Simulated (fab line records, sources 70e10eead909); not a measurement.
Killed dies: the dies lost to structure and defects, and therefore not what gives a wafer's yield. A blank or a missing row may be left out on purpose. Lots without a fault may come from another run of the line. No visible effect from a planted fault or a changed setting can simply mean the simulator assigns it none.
Chamber matching || flow nand-harc || NHARC_A_CONTACT_CMP_20 on cmp-04 has 4 sister chambers
The step polishes, t overpolish 30 s, target thk 300 nm. 14 wafers are shown with their chamber, then 7 later ones without.

WAFERS PAIRED WITH THEIR CHAMBERS
{"wafer": "L077.2", "chamber": 1, "motor-current-A (A)": 15.5, "time-to-endpoint-s (s)": 66, "slurry-flow-ml-min": 150.3}
{"wafer": "L077.3", "chamber": 2, "motor-current-A (A)": 11.0, "time-to-endpoint-s (s)": 61, "slurry-flow-ml-min": 150.1}
{"wafer": "L077.5", "chamber": 2, "motor-current-A (A)": 11.1, "time-to-endpoint-s (s)": 59, "slurry-flow-ml-min": 150.6}
{"wafer": "L078.3", "chamber": 3, "motor-current-A (A)": 12.2, "time-to-endpoint-s (s)": 58, "slurry-flow-ml-min": 150.7}
{"wafer": "L078.4", "chamber": 2, "motor-current-A (A)": 11.2, "time-to-endpoint-s (s)": 55, "slurry-flow-ml-min": 150.1}
{"wafer": "L078.6", "chamber": 3, "motor-current-A (A)": 12.2, "time-to-endpoint-s (s)": 56, "slurry-flow-ml-min": 149.8}
{"wafer": "L082.1", "chamber": 0, "motor-current-A (A)": 9.9, "time-to-endpoint-s (s)": 58, "slurry-flow-ml-min": 149.9}
{"wafer": "L082.2", "chamber": 3, "motor-current-A (A)": 12.3, "time-to-endpoint-s (s)": 63, "slurry-flow-ml-min": 150.4}
{"wafer": "L082.6", "chamber": 3, "motor-current-A (A)": 12.4, "time-to-endpoint-s (s)": 62, "slurry-flow-ml-min": 149.4}
{"wafer": "L083.1", "chamber": 0, "motor-current-A (A)": 8.7, "time-to-endpoint-s (s)": 58, "slurry-flow-ml-min": 149.6}
{"wafer": "L083.3", "chamber": 2, "motor-current-A (A)": 11.3, "time-to-endpoint-s (s)": 57, "slurry-flow-ml-min": 150.3}
{"wafer": "L083.5", "chamber": 2, "motor-current-A (A)": 11.1, "time-to-endpoint-s (s)": 58, "slurry-flow-ml-min": 150.6}
{"wafer": "L093.1", "chamber": 3, "motor-current-A (A)": 12.9, "time-to-endpoint-s (s)": 57, "slurry-flow-ml-min": 148.8}
{"wafer": "L093.4", "chamber": 0, "motor-current-A (A)": 9.6, "time-to-endpoint-s (s)": 55, "slurry-flow-ml-min": 150.6}

SIGNATURES (means of the wafers above)
{"reading": "motor-current-A", "chamber 0": 9.400, "chamber 1": 15.500, "chamber 2": 11.140, "chamber 3": 12.400, "scatter within a chamber": 0.342}
{"reading": "time-to-endpoint-s", "chamber 0": 57.00, "chamber 1": 66.00, "chamber 2": 58.00, "chamber 3": 59.20, "scatter within a chamber": 2.55}
{"reading": "slurry-flow-ml-min", "chamber 0": 150.033, "chamber 1": 150.300, "chamber 2": 150.340, "chamber 3": 149.820, "scatter within a chamber": 0.557}
Rule: a wafer lies at a distance from a chamber equal to the root of the sum of squares, over the readings, of (its reading less the chamber's mean, divided by the reading's scatter). If the next closest chamber is less than 2 further off than the closest, the wafer can't be placed; otherwise it belongs to the closest. The scatter: take each reading less its chamber's mean, square it, sum over the shown wafers, divide by the number of wafers less the number of chambers, and take the root.

WAFERS WITH NO CHAMBER GIVEN
{"wafer": "L093.5", "motor-current-A (A)": 9.2, "time-to-endpoint-s (s)": 56, "slurry-flow-ml-min": 150.2}
{"wafer": "L097.3", "motor-current-A (A)": 10.9, "time-to-endpoint-s (s)": 59, "slurry-flow-ml-min": 150.1}
{"wafer": "L097.4", "motor-current-A (A)": 9.3, "time-to-endpoint-s (s)": 58, "slurry-flow-ml-min": 149.7}
{"wafer": "L097.6", "motor-current-A (A)": 9.0, "time-to-endpoint-s (s)": 59, "slurry-flow-ml-min": 149.4}
{"wafer": "L096.1", "motor-current-A (A)": 15.1, "time-to-endpoint-s (s)": 64, "slurry-flow-ml-min": 150.1}
{"wafer": "L096.5", "motor-current-A (A)": 10.6, "time-to-endpoint-s (s)": 61, "slurry-flow-ml-min": 150.8}
{"wafer": "L096.6", "motor-current-A (A)": 15.0, "time-to-endpoint-s (s)": 62, "slurry-flow-ml-min": 149.1}

THE CHAMBER EACH PASSED THROUGH
{"wafer": "L093.5", "from the rows above": 0, "in truth": 0}
{"wafer": "L097.3", "from the rows above": 2, "in truth": 2}
{"wafer": "L097.4", "from the rows above": 0, "in truth": 0}
{"wafer": "L097.6", "from the rows above": 0, "in truth": 0}
{"wafer": "L096.1", "from the rows above": 1, "in truth": 1}
{"wafer": "L096.5", "from the rows above": "can't be placed: 2 or 0", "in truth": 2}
{"wafer": "L096.6", "from the rows above": 1, "in truth": 1}
Correct placement for 6 of the 7. These rows do not allow placing 1 (true chamber among the candidates in 1). Wrongly placed: 0.
